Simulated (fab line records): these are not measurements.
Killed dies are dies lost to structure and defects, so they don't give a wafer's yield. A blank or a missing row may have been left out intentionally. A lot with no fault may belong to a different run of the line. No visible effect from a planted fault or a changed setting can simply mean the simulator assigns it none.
Matching of chambers -- flow n5Finfet -- N5_HKMG_FIN_ETCH_31 on rieDiel-05: 4 sister chambers
The step etches SiARC in CF4, target depth 45.5 nm, time 75.8 s. 4 wafers are shown with their chamber, then 7 later ones without.

## WAFERS PAIRED WITH THEIR CHAMBERS
wafer,chamber,etchRfOnTimeS (s)
L088.4,1,75
L088.5,0,71
L092.1,3,75
L092.3,2,79

## WAFERS WHOSE CHAMBER IS MISSING
wafer,etchRfOnTimeS (s)
L092.4,75
L095.1,71
L095.4,75
L095.6,71
L097.2,70
L097.5,76
L097.6,75

## CHAMBER TAKEN BY EACH
wafer,from the rows above,in truth
L092.4,can't be placed: 1 or 3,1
L095.1,0,0
L095.4,can't be placed: 1 or 3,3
L095.6,0,0
L097.2,0,0
L097.5,can't be placed: 1 or 3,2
L097.6,can't be placed: 1 or 3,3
Correctly placed: 3 of 7. Not placeable from these rows: 4 (in 3, the candidates include the true chamber). Wrongly placed: 0.
How it was worked out, from the rows above alone: a wafer's distance from a chamber is the root of the sum, over the readings, of the square of ((its reading less the chamber's mean) divided by the reading's scatter). If the next closest chamber is less than 2 further off than the closest, the wafer can't be placed; otherwise it belongs to the closest. For every chamber, the mean is computed from those of its wafers that are shown. The scatter (one wafer shown for each chamber): square how far every hidden wafer sits from the nearest shown wafer, average those squares and take the square root.
